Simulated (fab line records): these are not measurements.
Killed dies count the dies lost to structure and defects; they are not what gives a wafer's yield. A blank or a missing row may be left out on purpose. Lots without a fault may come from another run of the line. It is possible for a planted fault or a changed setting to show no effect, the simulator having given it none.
Comparing a struck lot with a sound one :: flow nand-harc :: 15 steps out of a route of 1159
Sound: these wafers, L629.2, L629.3, L629.6. Struck: wafer L633.6 (left out: L633.1, L633.3 of the same lot, which were not struck); the cause appears at the end.
Order at every step that has rows: each side's tool, ch and its chambers, its first start. Under that, the readings that differ: sound wafers :: struck wafers :: difference of the means :: sigmas: that difference in standard deviations of wafers without a fault.
alike: readings with means less than 2 such deviations apart, plus words and numbers identical on both sides. not compared: withheld readings, readings lacking a value on some wafer, bounds such as >300 that could conceal the same value, and numbers that have no deviation in the record and whose values overlap.
A row with sigmas, a row that says differs or no value, or rows on one side alone: a step with any of these is where the two part. Numbers that have no deviation but don't overlap get no sigmas and don't part them. Lack of a reading on every wafer of one side parts them only where that side has two or more wafers.

NHARC_P_M1_CD_MEAS_09: the cd target is 130 nm.
  sound on cd-sem-03 ch 0, day 6 16:24; struck on cd-sem-03 ch 0, day 7 22:32
  alike: cd-nm
NHARC_P_M1_OVL_MEAS_10: pitch 260 nm.
  sound: overlay-01 at day 6 16:29; struck: overlay-02 at day 7 22:38
reading: overlay-x-nm (nm)
sound: -1.4 -2.1 -1.6
struck: 0.2
difference: +1.9
sigmas: +2
  alike: overlay-y-nm
NHARC_P_M1_INSPECT_11:
  sound: defect-inspect-02 at day 6 16:31; struck: defect-inspect-02 at day 7 22:40
  alike: raw-defect-count
then, 1 step without rows for these wafers: NHARC_P_M1_DESCUM_14 (chemistry O2, time 3 s).
NHARC_P_M1_ETCH_35: etches the open film in N2/H2, target depth 40 nm, overetch 12 nm, time 43.94 s.
  sound on rie-diel-05 ch 1,2,3, day 6 16:41; struck on rie-diel-09 ch 2, day 7 22:49
reading: mfc-ar-sccm (sccm)
sound: 0.006 0 0
struck: 0.028
difference: +0.026
sigmas: +3
  alike: drypump-motor-current-A, oes-product-au, rf-vpp-V, showerhead-plenum-p-Torr, throttle-valve-pct
  not compared: rf-hours-counter-h
NHARC_P_M1_ETCH_15: etches the open film in C4F8/Ar, target depth 182.5 nm, time 91.2 s.
  sound: rie-diel-05 ch 0,1,3; struck: rie-diel-09 ch 1
  alike: oes-product-au, rf-vpp-V
  not compared: rf-hours-counter-h
NHARC_P_M1_CD_MEAS_16:
  sound: cd-sem-01 at day 6 16:53; struck: cd-sem-03 at day 7 23:02
  alike: cd-nm
then, 3 steps without rows for these wafers: NHARC_P_M1_STRIP_18 (strips in N2/H2); NHARC_P_M1_ETCH_28 (etches the open film in CF4/N2, target depth 30 nm, time 72.99 s); NHARC_P_M1_STRIP_19 (strips in post etch residue remover, time 600 s).
NHARC_P_M1_DEGAS_29: time 60 s.
  sound: pvd-sputter-03 at day 6 17:37; struck: pvd-sputter-02 at day 7 23:44
  alike: heater-power-w
NHARC_P_M1_PRE_CLEAN_30: time 30 s.
  sound on pvd-sputter-03; struck on pvd-sputter-02
  alike: heater-power-w
NHARC_P_M1_PVD_20: deposits TaN, target thk 5 nm, time 8.06 s.
  sound: pvd-sputter-03 at day 6 17:43; struck: pvd-sputter-02 at day 7 23:52
reading: time-s (s)
sound: 8.06 8.06 8.06
struck: 8.8733
difference: +0.8133
sigmas: 
  alike: cathode-dc-power-W, chamber-pressure-pa, throttle-valve-pct
NHARC_P_M1_PVD_21: deposits Cu, target thk 30 nm, time 20.49 s.
  sound on pvd-sputter-03; struck on pvd-sputter-02
  alike: cathode-dc-power-W, chamber-pressure-pa, throttle-valve-pct
  not compared: time-s
-- the record jumps here: 13 days lie between the struck wafers' starts before and after (it left off in module P_M1 and takes up again in module END, whose first step shown is number 1159 of the route) --
NHARC_END_SORT_01:
  sound on prober-02 ch 0, day 20 06:30; struck on prober-02 ch 0, day 21 07:56
reading: defect-limited-yield (%)
sound: 96.6 95.6 96.2
struck: 91.3
difference: -4.8
sigmas: -3

reading: killed-at-array
sound: 22 29 21
struck: 53
difference: +29
sigmas: +3

reading: killed-at-other
sound: 0 0 1
struck: 2
difference: +2
sigmas: +2

reading: killed-dies
sound: 23 30 26
struck: 59
difference: +33
sigmas: +3

reading: sort_bin_2_pct (%)
sound: 1.8 0.9 1.2
struck: 3.0
difference: +1.7
sigmas: +3

reading: sort_bin_4_pct (%)
sound: 1.5 3.2 2.4
struck: 5.6
difference: +3.2
sigmas: +3

reading: sort-n-pass
sound: 654 647 651
struck: 618
difference: -33
sigmas: -3

reading: sort-yield-pct (%)
sound: 96.6 95.6 96.2
struck: 91.3
difference: -4.8
sigmas: -3
  alike: killed-at-periphery, killed-open, killed-short, sort_bin_3_pct, sort-rim-yield-pct

## WHERE THEY PART
Earliest at NHARC_P_M1_OVL_MEAS_10; latest, in this record, at NHARC_END_SORT_01.

WHY: the cause the simulator had injected
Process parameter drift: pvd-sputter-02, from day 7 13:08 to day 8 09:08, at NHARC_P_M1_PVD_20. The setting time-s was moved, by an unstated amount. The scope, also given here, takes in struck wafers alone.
